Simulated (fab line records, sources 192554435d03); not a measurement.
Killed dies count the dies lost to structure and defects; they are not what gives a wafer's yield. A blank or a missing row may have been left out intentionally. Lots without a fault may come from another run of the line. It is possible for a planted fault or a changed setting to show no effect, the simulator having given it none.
Matching of chambers :: flow n5Finfet :: N5_DUMMY_GATE_DESCUM_20 on rieDiel-02: 4 sister chambers
The step chemistry O2, time 6.2 s. 4 wafers are shown with their chamber, then 7 later ones without.

## EACH WAFER AND ITS CHAMBER
wafer: L078.3
chamber: 0
drypumpMotorCurrentA (A): 6.3

wafer: L081.4
chamber: 1
drypumpMotorCurrentA (A): 6.6

wafer: L082.1
chamber: 2
drypumpMotorCurrentA (A): 6.1

wafer: L082.2
chamber: 3
drypumpMotorCurrentA (A): 5.3

## WAFERS WITH NO CHAMBER GIVEN
wafer: L082.3
drypumpMotorCurrentA (A): 6.3

wafer: L094.1
drypumpMotorCurrentA (A): 5.3

wafer: L094.5
drypumpMotorCurrentA (A): 6.6

wafer: L094.6
drypumpMotorCurrentA (A): 6.3

wafer: L095.1
drypumpMotorCurrentA (A): 6.7

wafer: L095.2
drypumpMotorCurrentA (A): 6.3

wafer: L095.5
drypumpMotorCurrentA (A): 6.3

## WHICH CHAMBER EACH ONE RAN IN
wafer: L082.3
from the rows above: 0
in truth: 0

wafer: L094.1
from the rows above: 3
in truth: 3

wafer: L094.5
from the rows above: 1
in truth: 1

wafer: L094.6
from the rows above: 0
in truth: 0

wafer: L095.1
from the rows above: 1
in truth: 1

wafer: L095.2
from the rows above: 0
in truth: 0

wafer: L095.5
from the rows above: 0
in truth: 0
7 of 7 placed correctly. Can't be placed from these rows: 0. Placed wrongly: 0.
How it was worked out, from the rows above alone: a wafer's distance from a chamber is the root of the sum, over the readings, of the square of ((its reading less the chamber's mean) divided by the reading's scatter). The wafer belongs to the nearest chamber; if the next one is less than 2 further off, it can't be placed. The mean given for a chamber averages the wafers shown for that chamber. The scatter: with one shown wafer a chamber, the root of the mean of the squares of how far each hidden wafer lies from its nearest shown one.
